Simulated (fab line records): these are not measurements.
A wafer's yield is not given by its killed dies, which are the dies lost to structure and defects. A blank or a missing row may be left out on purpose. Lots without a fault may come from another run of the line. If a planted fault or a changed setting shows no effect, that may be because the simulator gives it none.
fab line records ; flow nand-harc
[record] lots = 11; wafers = 33; last-day = 25
route steps=1159 shown A_ONON_D1@437 A_CHANNEL_HOLE_D1@468 END@1159
lots untouched by any fault: they come from a run of this same line in which no faults occurred
start-h: the number of hours between the record's first day and the start of the first shown wafer of the lot ; wait-h: hours elapsed since this lot's preceding step ; " the same as in the row above ; L1.1+2: a single row standing in for several wafers ; - no value present, or no start provided ; * or withheld: withheld ; < > ~ a bound
route shown NAME@n: a module of which the file shows steps, and the number in the route of the first ; usual: average and standard deviation across the fault-free wafers ; same: alike in all rows ; chamber/n: place in a boat ; sites: the reading at each site ; _std_site: the values' standard deviation ; _edge_site: outer sites' mean less inner sites' ; radius-mm: for every site, how far away it sits from the centre of the wafer ; mask NAME#n: copy n ; behind: the last tool/chamber to shape the wafer ; hold: reason for holding the lot/hours on hold/outcome of the hold ; device: transistor that didn't switch, given as n, p or np ; end of line: the same wafers' tests at the end of the route ; a step with no rows: only its recipe ; killed: dies lost to structure and defects at the first sort, not the wafer's yield ; map: a wafer's dies, marking killed ones x, the rest . and places with no die _
set.NAME: setting as actually run; set.NAME@STEP: the setting as run at that earlier step ; model.NAME: the simulator's own value behind a step, which no gauge read
one table for each step of the route and one row for each wafer, over a sample of lots
services: the hour from which a tool's chamber was out of use, counted from the record's first day as start-h (under 0 if before that day), plus the number of hours and why
[[steps]]
[step NHARC_A_ONON_D1_THK_MEAS_18]
[recipe] thk-meas-gauge = ellipsometry
[usual] thk-nm = 1000/8.4
lot.wafer;tool;chamber;start-h;wait-h;thk-nm
L141.2;film-metro-02;-;195.65;-;1001
L141.3;film-metro-02;-;195.65;-;1002
L141.4;film-metro-02;-;195.65;-;1002
L143.1;film-metro-01;-;204.02;-;1004
L143.3;film-metro-01;-;204.02;-;1003
L143.5;film-metro-01;-;204.02;-;1003
L144.1;film-metro-02;-;219.57;-;988
L144.3;film-metro-02;-;219.57;-;988
L144.5;film-metro-02;-;219.57;-;986
L147.1;film-metro-02;-;247.67;-;992
L147.2;film-metro-02;-;247.67;-;993
L147.4;film-metro-02;-;247.67;-;994
L149.2;film-metro-01;-;254.43;-;1005
L149.3;film-metro-01;-;254.43;-;1005
L149.5;film-metro-01;-;254.43;-;1005
L148.1;film-metro-02;-;254.43;-;986
L148.3;film-metro-02;-;254.43;-;986
L148.6;film-metro-02;-;254.43;-;985
L150.2;film-metro-01;-;254.44;-;1007
L150.4;film-metro-01;-;254.44;-;1006
L150.5;film-metro-01;-;254.44;-;1005
L154.1;film-metro-01;-;268.36;-;1010
L154.3;film-metro-01;-;268.36;-;1010
L154.4;film-metro-01;-;268.36;-;1011
L156.1;film-metro-02;-;285.24;-;997
L156.2;film-metro-02;-;285.24;-;1000
L156.4;film-metro-02;-;285.24;-;999
L157.1;film-metro-01;-;285.27;-;999
L157.3;film-metro-01;-;285.27;-;996
L157.4;film-metro-01;-;285.27;-;998
L158.2;film-metro-02;-;295.58;-;1017
L158.5;film-metro-02;-;295.58;-;1013
L158.6;film-metro-02;-;295.58;-;1016
[step NHARC_A_ONON_D1_DEP_33]
[recipe] target-thk-a = 2000; temp-c = 400; pressure-torr = 6.5; rf-w = 900; teos-flow-sccm = 161.4; flow-sccm = 2650; target-thk-nm = 200; gas = O2; material = SiO2
[usual] heater-power-w = 597/73; mfc-precursor-sccm = 161.3/0.52; throttle-valve-pct = 15.9/0.61
lot.wafer;tool;chamber;start-h;wait-h;heater-power-w;mfc-precursor-sccm;throttle-valve-pct
L141.2;pecvd-02;1;198.05;0.1;615;161.9;16.4
L141.3;pecvd-02;0;198.05;0.1;500;161.8;16.6
L141.4;pecvd-02;1;198.05;0.1;654;161.2;16.4
L143.1;pecvd-01;2;206.62;0.3;740;160.6;16.8
L143.3;pecvd-01;0;206.62;0.3;627;162.0;16.1
L143.5;pecvd-01;2;206.62;0.3;740;161.2;16.5
L144.3;pecvd-02;0;221.89;0.1;663;160.6;16.7
L144.1;pecvd-02;1;221.89;0.1;554;162.1;16.2
L144.5;pecvd-02;2;221.89;0.1;579;160.9;15.5
L147.2;pecvd-04;0;250.13;0.2;625;161.0;14.4
L147.1;pecvd-04;1;250.13;0.2;679;161.8;15.6
L147.4;pecvd-04;1;250.13;0.2;677;161.6;15.6
L149.3;pecvd-04;2;256.75;0.1;560;160.8;15.9
L149.2;pecvd-04;0;256.75;0.1;494;161.5;14.6
L149.5;pecvd-04;2;256.75;0.1;553;160.9;15.8
L150.2;pecvd-01;1;256.76;0.1;560;160.8;15.3
L150.5;pecvd-01;2;256.76;0.1;640;161.4;16.1
L150.4;pecvd-01;0;256.76;0.1;714;161.8;16.0
L148.1;pecvd-02;2;256.83;0.1;515;161.2;15.5
L148.3;pecvd-02;1;256.83;0.1;660;161.6;16.2
L148.6;pecvd-02;0;256.83;0.1;584;161.2;16.7
L154.3;pecvd-01;2;270.69;0.1;548;161.2;16.0
L154.1;pecvd-01;0;270.69;0.1;722;161.4;16.2
L154.4;pecvd-01;0;270.69;0.1;734;161.1;16.3
L156.1;pecvd-04;2;287.75;0.1;515;161.6;16.1
L156.2;pecvd-04;0;287.75;0.1;547;162.2;14.6
L156.4;pecvd-04;0;287.75;0.1;571;161.2;14.7
L157.1;pecvd-02;1;287.84;0.1;677;162.4;16.2
L157.3;pecvd-02;2;287.84;0.1;558;161.4;15.6
L157.4;pecvd-02;0;287.84;0.1;591;161.1;17.0
L158.2;pecvd-02;2;298.00;0.1;574;160.9;15.6
L158.6;pecvd-02;1;298.00;0.1;609;162.5;16.1
L158.5;pecvd-02;2;298.00;0.1;581;161.4;15.8
[step NHARC_A_CHANNEL_HOLE_D1_ETCH_34]
[recipe] target-depth-a = 1540; time-s = 77; cf4-flow-sccm = 100; chf3-flow-sccm = 30; ar-flow-sccm = 0; rf-w = 500; bias-w = 200; chemistry = CF4/CHF3
[usual] bias-w = 200.0/0.6; cf4-flow-sccm = 100.0/0.31; drypump-motor-current-A = 5.8/0.46; oes-product-au = 0.941/0.025; rf-vpp-V = 370.3/2; showerhead-plenum-p-Torr = 1.57/0.057; throttle-valve-pct = 16.803/0.0092
lot.wafer;tool;chamber;start-h;wait-h;bias-w;cf4-flow-sccm;drypump-motor-current-A;oes-product-au;rf-hours-counter-h;rf-vpp-V;showerhead-plenum-p-Torr;throttle-valve-pct
L141.4;rie-diel-05;2;-;-;199.7;100.1;5.5;0.979;2;370.3;1.57;16.797
L141.2;rie-diel-05;3;-;-;200.1;100.2;5.2;0.982;2;366.4;1.49;16.789
L141.3;rie-diel-05;0;-;-;198.8;100.1;6.3;0.951;2;370.6;1.56;16.798
L143.3;rie-diel-05;0;-;-;199.1;100.0;6.3;0.971;3;370.9;1.56;16.807
L143.1;rie-diel-05;1;-;-;199.9;99.5;6.7;0.967;2;369.9;1.57;16.807
L143.5;rie-diel-05;2;-;-;200.3;100.4;5.5;0.959;-;371.7;1.57;16.822
L144.3;rie-diel-04;1;-;-;200.3;100.2;5.7;0.975;9;372.3;1.68;16.806
L144.1;rie-diel-04;3;-;-;200.1;99.4;5.3;1.000;6;373.5;1.66;16.790
L144.5;rie-diel-04;2;-;-;199.5;99.8;6.0;0.961;-;370.3;1.51;16.796
L147.4;rie-diel-11;1;-;-;200.5;100.1;5.4;0.932;3;369.6;1.50;16.807
L147.2;rie-diel-11;3;-;-;201.1;99.7;5.8;0.949;3;370.1;1.56;16.808
L147.1;rie-diel-11;0;-;-;201.3;100.3;5.5;0.933;3;371.1;1.55;16.801
L150.4;rie-diel-11;0;-;-;200.4;99.9;5.4;0.928;3;371.1;1.55;16.801
L150.2;rie-diel-11;2;-;-;200.4;100.2;6.5;0.894;4;368.0;1.55;16.799
L150.5;rie-diel-11;0;-;-;200.3;100.5;5.5;0.921;-;368.4;1.55;16.809
L149.3;rie-diel-05;1;-;-;199.2;99.8;6.7;0.906;5;371.1;1.57;16.810
L149.2;rie-diel-05;3;-;-;199.4;100.1;5.2;0.938;5;368.5;1.49;16.817
L149.5;rie-diel-05;1;-;-;199.8;99.6;6.7;0.913;-;369.9;1.57;16.797
L148.1;rie-diel-04;3;-;-;200.6;100.1;5.3;0.937;10;373.1;1.66;16.796
L148.3;rie-diel-04;0;-;-;200.6;100.2;6.1;0.923;12;372.9;1.62;16.812
L148.6;rie-diel-04;3;-;-;199.9;99.8;5.3;0.931;-;372.7;1.66;16.815
L154.3;rie-diel-04;2;-;-;200.5;100.3;6.1;0.930;15;367.6;1.51;16.813
L154.4;rie-diel-04;3;-;-;200.5;100.1;5.3;0.945;11;373.9;1.66;16.791
L154.1;rie-diel-04;0;-;-;200.2;99.9;6.1;0.934;13;372.6;1.62;16.800
L156.1;rie-diel-05;2;-;-;200.8;100.4;5.5;0.940;9;372.9;1.57;16.804
L156.4;rie-diel-05;0;-;-;200.7;100.5;6.4;0.927;8;368.4;1.56;16.812
L156.2;rie-diel-05;1;-;-;199.5;100.2;6.7;0.914;7;372.5;1.57;16.807
L157.4;rie-diel-11;1;-;-;200.2;100.2;5.4;0.922;6;368.6;1.50;16.810
L157.3;rie-diel-11;2;-;-;200.0;99.6;6.5;0.900;6;368.4;1.55;16.794
L157.1;rie-diel-11;3;-;-;200.1;100.0;5.7;0.928;6;369.0;1.56;16.793
L158.2;rie-diel-11;0;-;-;199.5;100.1;5.5;0.913;7;370.4;1.55;16.805
L158.5;rie-diel-11;1;-;-;200.0;100.1;5.4;0.921;-;368.4;1.50;16.795
L158.6;rie-diel-11;2;-;-;199.8;100.1;6.5;0.904;-;369.2;1.55;16.802
[step NHARC_A_CHANNEL_HOLE_D1_ETCH_23]
[recipe] bias-v = 5000; source-w = withheld; pressure-mtorr = 20; time-s = 819; ar-flow-sccm = 375; c4f8-flow-sccm = 89.3; o2-flow-sccm = 35.7; temp-c = -20; target-depth-a = 16000; chemistry = C4F8/O2/Ar
[usual] c4f8-flow-sccm = 89.30/0.29; chamber-pressure-mTorr = 20.001/0.021; drypump-motor-current-A = 6.1/0.33; showerhead-plenum-p-Torr = 3.74/0.15; throttle-valve-pct = 32.155/0.0096
lot.wafer;tool;chamber;start-h;wait-h;c4f8-flow-sccm;chamber-pressure-mTorr;drypump-motor-current-A;rf-hours-counter-h;showerhead-plenum-p-Torr;throttle-valve-pct
L141.2;har-etch-01;1;206.95;0.5;89.60;19.964;5.7;201;3.82;32.140
L141.4;har-etch-01;1;206.95;0.5;89.20;20.020;5.8;-;3.82;32.144
L141.3;har-etch-01;0;206.95;0.5;89.42;19.983;5.9;-;3.82;32.154
L143.1;har-etch-01;1;214.74;0.5;89.30;20.004;5.7;205;3.82;32.163
L143.3;har-etch-01;1;214.74;0.5;89.18;20.005;5.7;-;3.82;32.161
L143.5;har-etch-01;0;214.74;0.5;89.47;19.975;6.0;-;3.82;32.142
L144.1;har-etch-01;1;227.95;0.5;89.06;20.006;5.8;209;3.81;32.144
L144.3;har-etch-01;1;227.95;0.5;89.07;19.987;5.7;-;3.81;32.144
L144.5;har-etch-01;1;227.95;0.5;88.91;20.020;5.7;-;3.81;32.154
L147.1;har-etch-01;0;256.20;0.5;89.59;20.019;5.9;223;3.81;32.173
L147.2;har-etch-01;1;256.20;0.5;89.06;19.976;5.7;223;3.81;32.173
L147.4;har-etch-01;1;256.20;0.5;89.04;19.960;5.7;-;3.81;32.157
L150.2;har-etch-02;0;262.85;0.5;88.92;19.991;6.1;137;3.49;32.154
L150.4;har-etch-02;0;262.85;0.5;88.71;20.001;6.1;-;3.49;32.154
L150.5;har-etch-02;0;262.85;0.5;89.21;19.984;6.2;-;3.49;32.143
L149.2;har-etch-01;1;262.92;0.5;-;-;-;-;-;-
L149.3;har-etch-01;0;262.92;0.5;-;-;-;-;-;-
L149.5;har-etch-01;0;262.92;0.5;-;-;-;-;-;-
L148.1;har-etch-02;1;266.89;0.5;-;-;-;-;-;-
L148.3;har-etch-02;1;266.89;0.5;-;-;-;-;-;-
L148.6;har-etch-02;1;266.89;0.5;-;-;-;-;-;-
L154.1;har-etch-02;1;276.58;0.5;-;-;-;-;-;-
L154.3;har-etch-02;1;276.58;0.5;-;-;-;-;-;-
L154.4;har-etch-02;0;276.58;0.5;-;-;-;-;-;-
L156.1;har-etch-02;0;298.53;0.5;88.94;19.994;6.1;157;3.48;32.166
L156.2;har-etch-02;1;298.53;0.5;88.95;20.031;6.6;157;3.84;32.145
L156.4;har-etch-02;0;298.53;0.5;88.97;19.999;6.1;-;3.48;32.146
L157.1;har-etch-01;1;302.24;0.5;89.42;19.997;5.7;250;3.79;32.149
L157.4;har-etch-01;0;302.24;0.5;88.76;20.048;6.0;-;3.79;32.161
L157.3;har-etch-01;1;302.24;0.5;89.28;20.015;5.7;-;3.79;32.146
L158.2;har-etch-02;1;316.54;0.5;89.36;20.033;6.6;169;3.84;32.164
L158.5;har-etch-02;1;316.54;0.5;89.50;19.988;6.6;-;3.84;32.142
L158.6;har-etch-02;0;316.54;0.5;89.65;20.002;6.2;-;3.48;32.163
[step NHARC_A_CHANNEL_HOLE_D1_CD_MEAS_30]
[usual] cd-nm = 90.9/1.5
lot.wafer;tool;chamber;start-h;wait-h;cd-nm
L141.2;cd-sem-01;-;211.02;-;92.6
L141.3;cd-sem-01;-;211.02;-;92.7
L141.4;cd-sem-01;-;211.02;-;89.5
L143.1;cd-sem-01;-;218.71;-;91.6
L143.3;cd-sem-01;-;218.71;-;89.4
L143.5;cd-sem-01;-;218.71;-;91.0
L144.1;cd-sem-03;-;232.10;-;89.9
L144.3;cd-sem-03;-;232.10;-;91.3
L144.5;cd-sem-03;-;232.10;-;90.2
L147.1;cd-sem-01;-;260.30;-;92.6
L147.2;cd-sem-01;-;260.30;-;93.2
L147.4;cd-sem-01;-;260.30;-;90.8
L150.2;cd-sem-01;-;266.81;-;90.4
L150.4;cd-sem-01;-;266.81;-;92.1
L150.5;cd-sem-01;-;266.81;-;89.1
L149.2;cd-sem-03;-;266.98;-;0.6
L149.3;cd-sem-03;-;266.98;-;1.1
L149.5;cd-sem-03;-;266.98;-;-0.3
L148.1;cd-sem-03;-;271.01;-;0.8
L148.3;cd-sem-03;-;271.01;-;1.1
L148.6;cd-sem-03;-;271.01;-;1.1
L154.1;cd-sem-03;-;280.67;-;2.1
L154.3;cd-sem-03;-;280.67;-;0.7
L154.4;cd-sem-03;-;280.67;-;1.5
L156.1;cd-sem-02;-;302.63;-;92.2
L156.2;cd-sem-02;-;302.63;-;91.4
L156.4;cd-sem-02;-;302.63;-;91.2
L157.1;cd-sem-01;-;306.22;-;87.6
L157.3;cd-sem-01;-;306.22;-;86.6
L157.4;cd-sem-01;-;306.22;-;92.1
L158.2;cd-sem-01;-;320.62;-;89.7
L158.5;cd-sem-01;-;320.62;-;88.5
L158.6;cd-sem-01;-;320.62;-;90.5
[step NHARC_A_CHANNEL_HOLE_D1_XSEM_31]
[recipe] landing-energy-ev = 35000
[usual] bot-cd-nm = 75.6/1.4; bow-nm = 8.8/0.31; tilt-deg = 0.08/0.049
lot.wafer;tool;chamber;start-h;wait-h;bot-cd-nm;bow-nm;tilt-deg
L141.2;xsem-01;0;211.11;0.1;77.6;9.0;0.09
L141.3;xsem-01;0;211.11;0.1;78.3;9.1;0.09
L141.4;xsem-01;0;211.11;0.1;74.5;9.0;0.09
L143.1;xsem-01;0;218.80;0.1;75.1;9.0;0.23
L143.3;xsem-01;0;218.80;0.1;73.0;9.0;0.23
L143.5;xsem-01;0;218.80;0.1;74.7;9.0;0.22
L144.1;xsem-02;0;232.19;0.1;74.7;8.9;0.00
L144.3;xsem-02;0;232.19;0.1;74.9;8.9;0.00
L144.5;xsem-02;0;232.19;0.1;75.1;8.9;0.00
L147.1;xsem-01;0;260.39;0.1;76.4;9.2;0.12
L147.2;xsem-01;0;260.39;0.1;77.4;9.2;0.12
L147.4;xsem-01;0;260.39;0.1;75.2;9.1;0.12
L150.2;xsem-02;0;266.90;0.1;75.6;8.3;0.04
L150.4;xsem-02;0;266.90;0.1;78.4;8.2;0.04
L150.5;xsem-02;0;266.90;0.1;74.2;8.2;0.04
L149.2;xsem-01;0;267.07;0.1;0.6;0.6;0.08
L149.3;xsem-01;0;267.07;0.1;0.6;0.6;0.08
L149.5;xsem-01;0;267.07;0.1;0.0;0.6;0.08
L148.1;xsem-02;0;271.10;0.1;1.0;0.7;0.01
L148.3;xsem-02;0;271.10;0.1;1.3;0.7;0.01
L148.6;xsem-02;0;271.10;0.1;1.6;0.7;0.01
L154.1;xsem-01;0;280.75;0.1;2.3;0.6;0.01
L154.3;xsem-01;0;280.75;0.1;1.2;0.6;0.01
L154.4;xsem-01;0;280.75;0.1;1.8;0.6;0.01
L156.1;xsem-01;0;302.71;0.1;76.1;8.2;0.08
L156.2;xsem-01;0;302.71;0.1;75.1;8.3;0.08
L156.4;xsem-01;0;302.71;0.1;74.8;8.2;0.08
L157.1;xsem-01;0;306.31;0.1;72.5;9.4;0.14
L157.3;xsem-01;0;306.31;0.1;71.4;9.3;0.14
L157.4;xsem-01;0;306.31;0.1;76.8;9.3;0.14
L158.2;xsem-01;0;320.71;0.1;74.3;8.9;0.07
L158.5;xsem-01;0;320.71;0.1;73.8;8.8;0.07
L158.6;xsem-01;0;320.71;0.1;75.6;8.8;0.07
[step NHARC_END_SORT_01]
[recipe] temp-c = 25
[usual] killed-at-array = 30/10; killed-at-other = 0.5/0.82; killed-at-periphery = 2.9/2; killed-dies = 34/11; killed-open = 3.2/1.8; killed-short = 2.0/1.4
[same] gross-dies = 677
lot.wafer;tool;chamber;start-h;wait-h;killed-at-array;killed-at-other;killed-at-periphery;killed-dies;killed-open;killed-short
L148.1;prober-01;0;536.54;2.5;674;1;2;677;1;1
L148.3;prober-01;0;538.13;3.1;673;0;4;677;7;2
L148.6;prober-01;0;540.51;4.0;670;1;6;677;6;7
L149.2;prober-02;0;544.82;2.8;674;0;3;677;2;3
L149.3;prober-02;0;545.63;3.1;676;1;0;677;2;5
L149.5;prober-02;0;547.26;3.7;674;0;3;677;6;5
L154.1;prober-01;0;550.84;2.5;670;2;5;677;2;4
L154.3;prober-01;0;552.44;3.1;672;0;5;677;1;3
L154.4;prober-01;0;553.23;3.4;672;0;5;677;5;4
// killed by level:class
L148.1 A_CHANNEL_HOLE_D1:area-etch=659 A_CHANNEL_HOLE_D1:chamber-film-flake=5 A_ZERO_WELL:chamber-film-flake=3 A_STAIRCASE:chamber-film-flake=2 A_WL_FILL:chamber-film-flake=2 A_ONON_D1:geometric-particle:open=1 A_SGD_CUT:geometric-particle:short=1 P_GATE:chamber-film-flake=1
L148.3 A_CHANNEL_HOLE_D1:area-etch=655 A_CHANNEL_HOLE_D1:chamber-film-flake=4 A_STAIRCASE:chamber-film-flake=4 A_CHANNEL_HOLE_D1:geometric-particle:open=2 A_M0:geometric-particle:open=2 P_STI:geometric-particle:open=1 P_M0:geometric-particle:short=1 P_M0:geometric-particle:open=1
L148.6 A_CHANNEL_HOLE_D1:area-etch=646 A_CHANNEL_HOLE_D1:chamber-film-flake=7 A_CHANNEL_HOLE_D1:geometric-particle:short=4 A_CHANNEL_HOLE_D1:geometric-particle:open=3 P_GATE:chamber-film-flake=3 A_STAIRCASE:chamber-film-flake=3 A_ZERO_WELL:chamber-film-flake=2 P_CONTACT:geometric-particle:open=1
L149.2 A_CHANNEL_HOLE_D1:area-etch=631 A_CHANNEL_HOLE_D1:chamber-film-flake=14 A_SLIT:chamber-film-flake=13 A_STAIRCASE:chamber-film-flake=5 A_CONTACT:chamber-film-flake=5 A_CHANNEL_HOLE_D1:geometric-particle:short=2 P_GATE:chamber-film-flake=2 A_CHANNEL_HOLE_D1:geometric-particle:open=1
L149.3 A_CHANNEL_HOLE_D1:area-etch=633 A_CHANNEL_HOLE_D1:chamber-film-flake=12 A_SLIT:chamber-film-flake=11 A_STAIRCASE:chamber-film-flake=8 A_CHANNEL_HOLE_D1:geometric-particle:short=3 A_CONTACT:chamber-film-flake=3 A_CHANNEL_HOLE_D1:geometric-particle:open=2 A_ONON_D1:geometric-particle:short=1
L149.5 A_CHANNEL_HOLE_D1:area-etch=624 A_SLIT:chamber-film-flake=17 A_CHANNEL_HOLE_D1:chamber-film-flake=16 A_STAIRCASE:chamber-film-flake=4 A_CHANNEL_HOLE_D1:geometric-particle:short=3 A_CONTACT:chamber-film-flake=3 A_CHANNEL_HOLE_D1:geometric-particle:open=2 P_CONTACT:geometric-particle:short=1
L154.1 A_CHANNEL_HOLE_D1:area-etch=646 A_CONTACT:chamber-film-flake=8 P_ZERO_WELL:chamber-film-flake=5 A_CHANNEL_HOLE_D1:chamber-film-flake=5 A_CHANNEL_HOLE_D1:geometric-particle:short=3 A_SGD_CUT:chamber-film-flake=2 A_WL_FILL:chamber-film-flake=2 THIN_TSV:chamber-film-flake=2
L154.3 A_CHANNEL_HOLE_D1:area-etch=659 A_CHANNEL_HOLE_D1:chamber-film-flake=5 P_STI:chamber-film-flake=3 A_SGD_CUT:chamber-film-flake=2 A_CONTACT:chamber-film-flake=2 P_M0:geometric-particle:open=1 A_CHANNEL_HOLE_D1:geometric-particle:short=1 A_CHANNEL_FILL_D1:geometric-particle:short=1
L154.4 A_CHANNEL_HOLE_D1:area-etch=650 A_CHANNEL_HOLE_D1:chamber-film-flake=10 P_ZERO_WELL:chamber-film-flake=4 A_CONTACT:chamber-film-flake=4 A_SGD_CUT:geometric-particle:short=2 P_CONTACT:geometric-particle:open=1 A_ONON_D1:geometric-particle:short=1 A_CHANNEL_HOLE_D1:geometric-particle:open=1
[[services]]
tool;chamber;start-h;hours;kind
rie-diel-11;-;189.50;9.0;pm
rie-diel-11;0;189.50;9.0;vent-cycle
rie-diel-11;1;189.50;9.0;vent-cycle
rie-diel-11;2;189.50;9.0;vent-cycle
rie-diel-11;3;189.50;9.0;vent-cycle
pecvd-02;-;190.39;1.8;repair
pecvd-04;-;195.16;13.0;pm
rie-diel-05;0;197.40;-;clean
rie-diel-05;1;197.40;-;clean
pecvd-02;0;223.33;5.0;repair
rie-diel-04;0;230.43;2.9;repair
pecvd-01;-;237.13;13.0;pm
rie-diel-11;3;261.11;2.5;repair
rie-diel-05;1;261.67;4.1;repair
rie-diel-05;1;269.06;1.2;repair
rie-diel-04;-;288.90;9.0;pm
rie-diel-05;1;288.94;6.1;repair
pecvd-02;-;295.20;1.4;repair
pecvd-02;2;301.69;23.6;repair
xsem-02;-;302.00;14.0;pm
har-etch-01;-;305.00;17.0;pm
har-etch-01;0;305.00;17.0;vent-cycle
har-etch-01;1;305.00;17.0;vent-cycle
rie-diel-04;3;313.35;1.4;repair
[[key]]
[first-sign] step = NHARC_A_CHANNEL_HOLE_D1_ETCH_23; reading = tool-record; direction = missing
[effect] step = NHARC_A_CHANNEL_HOLE_D1_CD_MEAS_30; reading = cd-nm; direction = down; sigmas = 59; usual = 90.9; struck = 1.0
[effect] step = NHARC_A_CHANNEL_HOLE_D1_XSEM_31; reading = bot-cd-nm; direction = down; sigmas = 52; usual = 75.6; struck = 1.2
[effect] step = NHARC_END_SORT_01; reading = killed-at-array; direction = up; sigmas = 62; usual = 30; struck = 673
[more-kills-born-at] NHARC_A_CHANNEL_HOLE_D1_ETCH_23@har-etch-02 = 3915; NHARC_A_CHANNEL_HOLE_D1_ETCH_23@har-etch-01 = 1888
met-at NHARC_A_CHANNEL_HOLE_D1_ETCH_23
struck-lots L148,L149,L154
later-rows-left-out L148.1,L148.3,L148.6,L149.2,L149.3,L149.5,L154.1,L154.3,L154.4
tester-left-out L148,L149,L154
not-acting-at NHARC_A_ONON_D1_THK_MEAS_18,NHARC_A_ONON_D1_DEP_33,NHARC_A_CHANNEL_HOLE_D1_ETCH_34
onset-between 256.20 262.92
[fault] kind = skipped-step-whole; tool = har-etch-01,har-etch-02; chamber = -; onset-h = 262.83; steps = NHARC_A_CHANNEL_HOLE_D1_ETCH_23; scope = struck-lots-only
// tester-left-out: of these lots the tester's yield and bins aren't shown, on N5 and GAA mostly nor the transistor test; their killed dies are dies lost to structure and defects alone, not to doping, threshold or leakage, so they don't give the yield
// later-rows-left-out: the simulator's readings of these wafers behind a module that went badly wrong aren't trusted and aren't shown, but for the sort
